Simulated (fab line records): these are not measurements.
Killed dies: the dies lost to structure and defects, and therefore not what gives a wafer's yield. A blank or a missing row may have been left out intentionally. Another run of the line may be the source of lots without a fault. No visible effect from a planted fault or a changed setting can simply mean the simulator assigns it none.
Chamber matching -- flow n5-finfet -- N5_HKMG_FIN_STRIP_93 on rie-diel-03 has 4 sister chambers
The step strips SOC in N2/H2, time 20 s. 4 wafers are shown with their chamber, then 9 later ones without.

== EACH WAFER AND ITS CHAMBER ==
wafer,chamber,drypump-motor-current-A (A)
L079.4,0,5.7
L079.5,1,5.5
L091.4,2,5.8
L091.5,3,5.3

== WAFERS WITH NO CHAMBER GIVEN ==
wafer,drypump-motor-current-A (A)
L093.1,5.7
L093.4,5.9
L093.5,5.8
L094.1,5.8
L094.2,5.3
L094.4,5.7
L097.1,5.7
L097.2,5.8
L097.6,5.8

== EACH ONE'S CHAMBER ==
wafer,from the rows above,in truth
L093.1,0,0
L093.4,2,2
L093.5,2,2
L094.1,2,2
L094.2,3,3
L094.4,0,0
L097.1,0,0
L097.2,2,2
L097.6,2,2
Correctly placed: 9 of 9. From these rows, 0 cannot be placed. Placed wrongly: 0.
How it was worked out, from the rows above alone: a wafer's distance from a chamber is the root of the sum, over the readings, of the square of ((its reading less the chamber's mean) divided by the reading's scatter). The wafer belongs to the nearest chamber; if the next one is less than 2 further off, it can't be placed. For every chamber, the mean is computed from those of its wafers that are shown. The scatter (one wafer shown for each chamber): square how far every hidden wafer sits from the nearest shown wafer, average those squares and take the square root.
